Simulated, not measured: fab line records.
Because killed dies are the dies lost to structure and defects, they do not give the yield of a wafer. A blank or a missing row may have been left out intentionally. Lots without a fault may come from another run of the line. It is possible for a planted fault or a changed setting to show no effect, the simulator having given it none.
Matching of chambers    flow nand_harc    NHARC_A_SLIT_DEP_23 on pecvd-04: 3 sister chambers
The step deposits SiON, target thk 100 nm. 3 wafers are shown with their chamber, then 11 later ones without.

## EACH WAFER AND ITS CHAMBER
wafer   chamber  heater_power_w (W)
L091.6  1        743
L092.2  0        740
L093.2  2        834

## WAFERS MISSING THEIR CHAMBER
wafer   heater_power_w (W)
L093.5  728
L093.6  716
L095.2  782
L095.3  858
L095.6  767
L097.1  761
L097.3  749
L097.6  837
L096.1  825
L096.3  685
L096.4  825

## CHAMBER TAKEN BY EACH
wafer   from the rows above           in truth
L093.5  can't be placed: 0 or 1       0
L093.6  can't be placed: 0 or 1       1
L095.2  can't be placed: 1 or 0 or 2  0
L095.3  2                             2
L095.6  can't be placed: 1 or 0 or 2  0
L097.1  can't be placed: 1 or 0       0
L097.3  can't be placed: 1 or 0       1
L097.6  2                             2
L096.1  2                             2
L096.3  can't be placed: 0 or 1       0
L096.4  2                             2
Correctly placed: 4 of 11. Unplaceable from these rows: 7, with the true chamber sitting among the candidates in 7. Placed wrongly: 0.
How it was worked out, from the rows above alone: a wafer's distance from a chamber is the root of the sum, over the readings, of the square of ((its reading less the chamber's mean) divided by the reading's scatter). The wafer belongs to the nearest chamber; if the next one is less than 2 further off, it can't be placed. A chamber's mean is the mean of its shown wafers. The scatter: root of mean squared gap, hidden wafer to nearest shown wafer, with one shown wafer a chamber.
